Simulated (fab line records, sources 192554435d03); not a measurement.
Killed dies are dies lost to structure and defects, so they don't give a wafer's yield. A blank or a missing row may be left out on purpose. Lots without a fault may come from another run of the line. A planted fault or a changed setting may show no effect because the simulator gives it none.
One fault seen from 2 desks | flow n5_finfet | each desk has only its own numbers; what lay behind them comes last

THE METROLOGY DESK
What the gauges read, lot by lot, whatever tool the lot ran on: means of the sampled wafers that have a number. A lot is out of limits, marked OUT, if its mean lies more than 4 standard deviations from the usual mean; the brackets give that distance. Of its 10 readings 7 are shown: those that lie furthest out on some lot.
Columns: A = DIBL_N at N5_BEOL_M4_RC_MEAS_101, usual 35.8 mV/V; B = DIBL_P at N5_BEOL_M4_RC_MEAS_101, usual 35.9 mV/V; C = IOFF_N at N5_BEOL_M4_RC_MEAS_101, usual 0.152 nA/um; D = IOFF_P at N5_BEOL_M4_RC_MEAS_101, usual 0.21 nA/um; E = SS_N at N5_BEOL_M4_RC_MEAS_101, usual 71.5 mV/dec; F = SS_P at N5_BEOL_M4_RC_MEAS_101, usual 73.2 mV/dec; G = VT_N at N5_BEOL_M4_RC_MEAS_101, usual 250 mV
lot  | first seen here | A    | B    | C     | D    | E    | F    | G
L594 | day 7 22:20     | 37.1 | 38.1 | 0.180 | 0.21 | 72.3 | 73.4 | 248
L605 | day 10 21:04    | 35.5 | 36.3 | 0.153 | 0.20 | 71.4 | 73.8 | 250
L614 | day 13 12:22    | 35.6 | 36.9 | 0.168 | 0.23 | 71.7 | 73.7 | 248
L615 | day 13 15:30    | 35.3 | 34.9 | 0.145 | 0.22 | 70.7 | 72.4 | 252
This desk's finding: nothing out of limits on any of the 4 lots.

THE TOOL OWNER'S DESK: pecvd-03
The tool's own readings at N5_BEOL_M0_DEP_125 (deposits SiCN from 3MS/NH3, target thk 8 nm, time 14 s): means of the sampled wafers that have a number, for each lot that ran on this tool. A lot is out of limits, marked OUT, if its mean lies more than 4 standard deviations from the usual mean; the brackets give that distance.
Columns: A = showerhead_plenum_p_Torr at N5_BEOL_M0_DEP_125, usual 3.664 Torr; B = throttle_valve_pct at N5_BEOL_M0_DEP_125, usual 9.0 %
lot  | first seen here | A     | B
L605 | day 9 01:53     | 3.673 | 8.8
L614 | day 11 13:07    | 3.668 | 8.7
L615 | day 11 14:41    | 3.671 | 8.7
This desk's finding: nothing out of limits on any of the 3 lots.

PUT TOGETHER
The metrology desk saw nothing out of limits.
The tool owner's desk saw nothing out of limits.

WHAT THE SIMULATOR HAD PUT IN
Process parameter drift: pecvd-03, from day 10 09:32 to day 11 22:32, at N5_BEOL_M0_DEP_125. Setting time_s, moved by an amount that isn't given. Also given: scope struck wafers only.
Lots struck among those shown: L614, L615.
